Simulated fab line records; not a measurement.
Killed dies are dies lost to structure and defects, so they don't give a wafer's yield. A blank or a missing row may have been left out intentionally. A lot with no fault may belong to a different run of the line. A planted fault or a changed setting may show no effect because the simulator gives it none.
Lot-split experiment    flow n5_finfet    21 wafers read from 7 lots, route of 1938 steps

## ON THE SPLIT
At N5_BEOL_M10_COAT_22 (resist thk 90 nm), the setting spin_rpm was moved away from the recipe's 1500 rpm on 5 of the 21 wafers read, by +3.8% to +8.1%. For the rest of the wafers, this setting stayed at what the recipe calls for.

## FROM THE SPLIT TO THE READING: what the file shows between them, 5 steps
- N5_BEOL_M10_EXPOSE_25: exposes mask V9 (also split here: dose_mj)
- N5_BEOL_M10_PEB_26: peb time 60 s
- N5_BEOL_M10_DEVELOP_27: develop time 30 s
- N5_BEOL_M10_CD_MEAS_28: target cd 70 nm
- N5_BEOL_M10_DESCUM_33: chemistry O2, time 7.9 s

## THE READING
CAR-ArF_of_BEOL_M10_COAT_22.thk_nm (the simulator's own value, which no gauge read), in nm, at N5_BEOL_M10_ETCH_65 (etches SiARC in CF4, target depth 39 nm, time 65 s). No usual value for it is given in the file. Here, 16 wafers ran the recipe; their average is 55.6 nm with a standard deviation of 0.35 nm.

wafer   tool, chamber at the split  spin_rpm as run, rpm  against the recipe  CAR-ArF_of_BEOL_M10_COAT_22.thk_nm, nm  against lot-mates on the recipe
L074.1  litho_track-02, 0           1557                  +3.8%               54                                      -1.3
L074.2  litho_track-02, 0           1500                  recipe              55.2                                    -
L074.4  litho_track-02, 0           1500                  recipe              55.4                                    -
L075.4  litho_track-04, 0           1500                  recipe              55.6                                    -
L075.6  litho_track-04, 0           1500                  recipe              55.6                                    -
L075.5  litho_track-04, 0           1500                  recipe              55.4                                    -
L078.1  litho_track-05, 0           1500                  recipe              55.2                                    -
L078.6  litho_track-05, 0           1500                  recipe              55.2                                    -
L078.3  litho_track-05, 0           1500                  recipe              55                                      -
L081.3  litho_track-02, 0           1621                  +8.1%               52                                      -3.5
L081.4  litho_track-02, 0           1500                  recipe              55.4                                    -
L081.5  litho_track-02, 0           1500                  recipe              55.6                                    -
L089.2  litho_track-04, 0           1500                  recipe              56                                      -
L089.5  litho_track-04, 0           1500                  recipe              56                                      -
L089.6  litho_track-04, 0           1592                  +6.1%               53.2                                    -2.8
L091.1  litho_track-05, 0           1500                  recipe              56.2                                    -
L091.3  litho_track-05, 0           1621                  +8.1%               52.8                                    -3.4
L091.5  litho_track-05, 0           1621                  +8.1%               52.6                                    -3.6
L090.1  litho_track-02, 0           1500                  recipe              56                                      -
L090.2  litho_track-02, 0           1500                  recipe              56                                      -
L090.4  litho_track-02, 0           1500                  recipe              55.6                                    -

FIT RESULTS
A straight line over all 21 wafers: CAR-ArF_of_BEOL_M10_COAT_22.thk_nm changes by -0.389 nm for each +1% of spin_rpm; r = -0.96; the points scatter about the line by 0.35 nm.
The same after taking each lot's own level away (the mean of its wafers on the recipe; 21 wafers): -0.433 nm for each +1%; r = -1.00; scatter 0.14 nm.
Per that fit: largest spin_rpm move, reading shift of 3.5 nm.
Across the lots, their own levels run from 55.13 to 56.20 nm, a range of 3.0 times the standard deviation given above.
Thus the slope moves with the lot-to-lot level: the two fits are different.
Check: -3.48 nm against its lot-mates is what the line predicts for one of the wafers moved furthest among these (+8.1%) when that wafer is left out of the fit. Against them it came out at -3.5 nm.

## THE OTHER SPLITS THESE WAFERS WENT THROUGH
Note: prior to the reading, these wafers also went through further splits. Each is held against what the fit with the lots' levels taken away leaves over:
other split on the same wafers  wafers away from the commonest value  r with CAR-ArF_of_BEOL_M10_COAT_22.thk_nm (lot level and that fit taken away)
N5_BEOL_M6_COAT_60 spin_rpm     7                                     +0.12
N5_BEOL_M7_DESCUM_33 time_s     5                                     +0.32
N5_BEOL_M8_ETCH_61 bias_w       7                                     -0.05
N5_BEOL_M8_COAT_64 spin_rpm     9                                     -0.31
N5_BEOL_M10_EXPOSE_25 dose_mj   7                                     -0.09

## THE WHOLE CHAIN: every reading that the file lists as answering this split, in the file's order
step                    what it does                                        reading                                                                              change (the file's fit)                r (the file's)
N5_BEOL_M10_COAT_22     resist thk 90 nm                                    CAR-ArF_of_BEOL_M10_COAT_22.thk_nm (the simulator's own value, which no gauge read)  -0.407 nm for each +1% of the setting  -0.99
N5_BEOL_M10_DEVELOP_27  develop time 30 s                                   CAR-ArF_of_BEOL_M10_COAT_22.thk_nm (the simulator's own value, which no gauge read)  -0.418 nm for each +1% of the setting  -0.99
N5_BEOL_M10_ETCH_65     etches SiARC in CF4, target depth 39 nm, time 65 s  CAR-ArF_of_BEOL_M10_COAT_22.thk_nm (the simulator's own value, which no gauge read)  -0.431 nm for each +1% of the setting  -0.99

## FILE'S OWN FIT
CAR-ArF_of_BEOL_M10_COAT_22.thk_nm changes by -0.431 nm for each +1% of spin_rpm, r = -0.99.
